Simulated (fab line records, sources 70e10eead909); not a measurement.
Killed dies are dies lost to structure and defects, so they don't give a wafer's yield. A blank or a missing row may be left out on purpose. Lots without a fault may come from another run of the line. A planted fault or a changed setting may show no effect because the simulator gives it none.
A struck lot beside a sound one | flow nand_harc | 18 steps out of a route of 1302
Sound: wafers L483.2, L483.3, L483.4. Struck: wafer L498.4. (L498.3, L498.6 of the same lot were not struck and are left out.) The cause comes at the end.
At each step with rows: each side's tool, then ch and its chambers, then its first start. Under that, the readings that differ: sound wafers | struck wafers | difference of the means | sigmas: that difference in standard deviations of wafers without a fault.
alike: readings whose means differ by less than 2 such deviations, and words and numbers that are the same on both sides. not compared: withheld readings, readings that some wafer has no value for, bounds like >300 that may hide the same value, and numbers for which the record gives no deviation and whose values overlap.
The two part at a step that has a row with sigmas, a row that says differs or no value, or rows on one side only. Numbers that don't overlap but have no deviation are shown without sigmas and don't part them. A reading that every wafer of one side lacks parts them only if that side has two wafers or more.

NHARC_A_SGD_CUT_CD_MEAS_09: target cd 100 nm.
  sound on cd_sem-02 ch 0, day 19 08:02; struck on cd_sem-02 ch 0, day 25 22:25
  alike: cd_nm
NHARC_A_SGD_CUT_OVL_MEAS_10:
  sound on overlay-01, day 19 08:07; struck on overlay-01, day 25 22:30
  reading           | sound          | struck | difference | sigmas
  overlay_x_nm (nm) | -1.5 -0.7 -1.6 | 1.1    | +2.4       | +3
  alike: overlay_y_nm
NHARC_A_SGD_CUT_INSPECT_11:
  sound on defect_inspect-02, day 19 08:10; struck on defect_inspect-02, day 25 22:33
  reading          | sound       | struck | difference | sigmas
  raw_defect_count | 114 126 115 | 54     | -64        | -2
NHARC_A_SGD_CUT_DESCUM_14: chemistry O2, time 3 s.
  sound on rie_diel-03 ch 1,2,3, day 19 08:13; struck on rie_diel-03 ch 2, day 25 22:37
  reading                | sound    | struck | difference | sigmas
  rf_hours_counter_h (h) | 14 14 13 | 12     | -2         |
  alike: drypump_motor_current_A, mfc_ar_sccm, o2_flow_sccm, oes_product_au, rf_vpp_V, showerhead_plenum_p_Torr, throttle_valve_pct
NHARC_A_SGD_CUT_ETCH_58: etches the open film in CF4, target depth 39 nm, time 65 s.
  sound on rie_diel-03 ch 0,1,2, day 19 08:18; struck on rie_diel-03 ch 3, day 25 22:42
  reading                | sound    | struck | difference | sigmas
  rf_hours_counter_h (h) | 13 14 13 | 12     | -1         |
  alike: drypump_motor_current_A, mfc_ar_sccm, oes_product_au, rf_vpp_V, showerhead_plenum_p_Torr, throttle_valve_pct
NHARC_A_SGD_CUT_ETCH_59: etches the open film in N2/H2, target depth 260 nm, time 406.25 s.
  sound on rie_diel-03 ch 1,2,3; struck on rie_diel-03 ch 3
  reading                | sound    | struck | difference | sigmas
  rf_hours_counter_h (h) | 14 14 13 | 12     | -2         |
  alike: drypump_motor_current_A, mfc_ar_sccm, oes_product_au, rf_vpp_V, showerhead_plenum_p_Torr, throttle_valve_pct
then, 1 step without rows for these wafers: NHARC_A_SGD_CUT_ETCH_15 (etches the open film in CH3F/O2, target depth 75 nm, time 64.3 s).
NHARC_A_SGD_CUT_ETCH_16: etches the open film in C4F8/O2/Ar, target depth 310.5 nm, time 155.2 s.
  sound on rie_diel-03 ch 0,2,3; struck on rie_diel-03 ch 3
  reading                | sound    | struck | difference | sigmas
  rf_hours_counter_h (h) | 14 13 14 | 12     | -2         |
  alike: oes_product_au, rf_vpp_V
then, 4 steps without rows for these wafers: NHARC_A_SGD_CUT_STRIP_60 (strips in C4F8/O2/Ar); NHARC_A_SGD_CUT_STRIP_17 (strips in O2); NHARC_A_SGD_CUT_PRECLEAN_18 (cleans in SC1); NHARC_A_SGD_CUT_SRD_19.
NHARC_A_SGD_CUT_DEP_20: deposits SiO2, target thk 150 nm.
  sound on fcvd-02 ch 0,1, day 19 09:21; struck on fcvd-02 ch 0,1, day 25 23:48
then, 1 step without rows for these wafers: NHARC_A_SGD_CUT_ANNEAL_27 (time 1800 s).
NHARC_A_SGD_CUT_CMP_21: polishes, target thk 148.19 nm.
  sound on cmp-02 ch 0,1,3, day 19 15:15; struck on cmp-02 ch 2, day 26 03:23
  alike: motor_current_A, time_to_endpoint_s
NHARC_A_SGD_CUT_THK_MEAS_22: measures by ellipsometry.
  sound on film_metro-02, day 19 15:29; struck on film_metro-01, day 26 03:38
  reading     | sound             | struck | difference | sigmas
  thk_nm (nm) | 149.0 147.8 148.5 | 137.0  | -11.4      | -7
then, 1 step without rows for these wafers: NHARC_A_SGD_CUT_SRD_23.
-- the record jumps here: 5 days lie between the struck wafers' starts before and after (it left off in module A_SGD_CUT and takes up again in module END, whose first step shown is number 1302 of the route) --
NHARC_END_SORT_01:
  the record has rows for the struck wafers here (prober-01 ch 0, day 31 00:47) and none for the sound ones

WHERE THEY PART
First at NHARC_A_SGD_CUT_OVL_MEAS_10; last, within this record, at NHARC_END_SORT_01.

WHY: what the simulator had put in
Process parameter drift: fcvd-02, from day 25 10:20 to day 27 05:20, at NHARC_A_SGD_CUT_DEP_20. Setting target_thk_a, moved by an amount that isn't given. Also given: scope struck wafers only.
